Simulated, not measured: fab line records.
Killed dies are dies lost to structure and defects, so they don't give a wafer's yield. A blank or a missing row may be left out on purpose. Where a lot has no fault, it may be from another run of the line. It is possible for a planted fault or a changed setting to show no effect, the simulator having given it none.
Split-lot experiment    flow n5Finfet    21 wafers read from 7 lots, route of 1938 steps

## THE SPLIT
At N5_WELL_APT_EXPOSE_22 (exposes mask PWELL, defocus 0 nm, target cd 200 nm), the setting doseMj was moved away from the recipe's 23.2 on 6 of the 21 wafers read, by -6.8% to +5.7%. This setting was run at the recipe's value on the other wafers.

## FROM THE SPLIT TO THE READING: what the file shows between them, 4 steps
- N5_WELL_APT_PEB_23: peb time 90 s (also split here: pebTimeS)
- N5_WELL_APT_DEVELOP_24: develop time 45 s
- N5_WELL_APT_HARDBAKE_29: time 120 s
- N5_WELL_APT_CD_MEAS_25: target cd 200 nm

## THE READING
WELL_APT.cdNm (the simulator's own value, which no gauge read), in nm, at N5_WELL_APT_DESCUM_30 (chemistry O2, time 7.9 s). There is no usual value for it anywhere in the file. The 15 wafers here that ran the recipe average 198.8 nm, standard deviation 4.8 nm.

wafer   tool, chamber at the split  doseMj as run  against the recipe  WELL_APT.cdNm, nm  against lot-mates on the recipe
L075.1  krfScanner-02, 0            23.2           recipe              201.1              -
L075.2  krfScanner-02, 0            23.2           recipe              199.3              -
L075.6  krfScanner-02, 0            23.2           recipe              199.8              -
L078.1  krfScanner-01, 0            23.2           recipe              193.1              -
L078.3  krfScanner-01, 0            23.2           recipe              204.3              -
L078.5  krfScanner-01, 0            22.4           -3.4%               187.6              -11.1
L079.1  krfScanner-02, 0            23.2           recipe              205.1              -
L079.3  krfScanner-02, 0            23.2           recipe              193.3              -
L079.6  krfScanner-02, 0            24.52          +5.7%               214.7              +15.5
L081.4  krfScanner-02, 0            23.89          +3.0%               215.2              +15.3
L081.5  krfScanner-02, 0            23.89          +3.0%               211.1              +11.2
L081.6  krfScanner-02, 0            23.2           recipe              199.9              -
L086.2  krfScanner-02, 0            23.2           recipe              193.3              -
L086.3  krfScanner-02, 0            23.2           recipe              192.3              -
L086.4  krfScanner-02, 0            23.2           recipe              192.8              -
L089.2  krfScanner-01, 0            23.2           recipe              198.6              -
L089.3  krfScanner-01, 0            23.2           recipe              200.3              -
L089.6  krfScanner-01, 0            23.2           recipe              200.7              -
L090.1  krfScanner-02, 0            21.62          -6.8%               189.3              -19.1
L090.4  krfScanner-02, 0            21.62          -6.8%               195.7              -12.7
L090.5  krfScanner-02, 0            23.2           recipe              208.4              -

FIT RESULTS
A straight line over all 21 wafers: WELL_APT.cdNm changes by +1.99 nm for each +1% of doseMj; r = +0.71; the points scatter about the line by 5.7 nm.
The same after taking each lot's own level away (the mean of its wafers on the recipe; 21 wafers): +2.75 nm for each +1%; r = +0.91; scatter 3.5 nm.
On that fit, the largest move of doseMj shifts the reading by 19 nm.
Measured against the standard deviation above, the lots' own levels, which go from 192.80 to 208.40 nm, span 3.2 times it.
So the lot-to-lot level blurs the effect unless lot-mates are compared.
Check: with one of the wafers moved furthest among these (-6.8%) left out of the fit, the line predicts -17.6 nm for it against its lot-mates. Against them it came out at -19.1 nm.

## OTHER SPLITS ON THESE WAFERS
Other splits were also applied to these wafers ahead of the reading. Each is held against what the fit with the lots' levels taken away leaves over:
other split on the same wafers  wafers away from the commonest value  r with WELL_APT.cdNm (lot level and that fit taken away)
N5_ZERO_LAYER_PECVD_02 timeS    6                                     +0.00
N5_ZERO_LAYER_EXPOSE_08 doseMj  7                                     +0.02
N5_WELL_APT_PEB_23 pebTimeS     11                                    +0.70

## THE WHOLE CHAIN: every reading that the file lists as answering this split, in the file's order
step                    what it does              reading                                                         change (the file's fit)                                                                r (the file's)
N5_WELL_APT_DESCUM_30   chemistry O2, time 7.9 s  WELL_APT.cdNm (the simulator's own value, which no gauge read)  +2.75 nm for each +1% of the setting                                                   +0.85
N5_WELL_APT_CD_MEAS_25  target cd 200 nm          cdNm                                                            +1.73 nm for each +1% of the setting, in a fit together with pebTimeS@WELL_APT_PEB_23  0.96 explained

## THE FILE'S OWN FIT
WELL_APT.cdNm changes by +2.75 nm for each +1% of doseMj, r = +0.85.
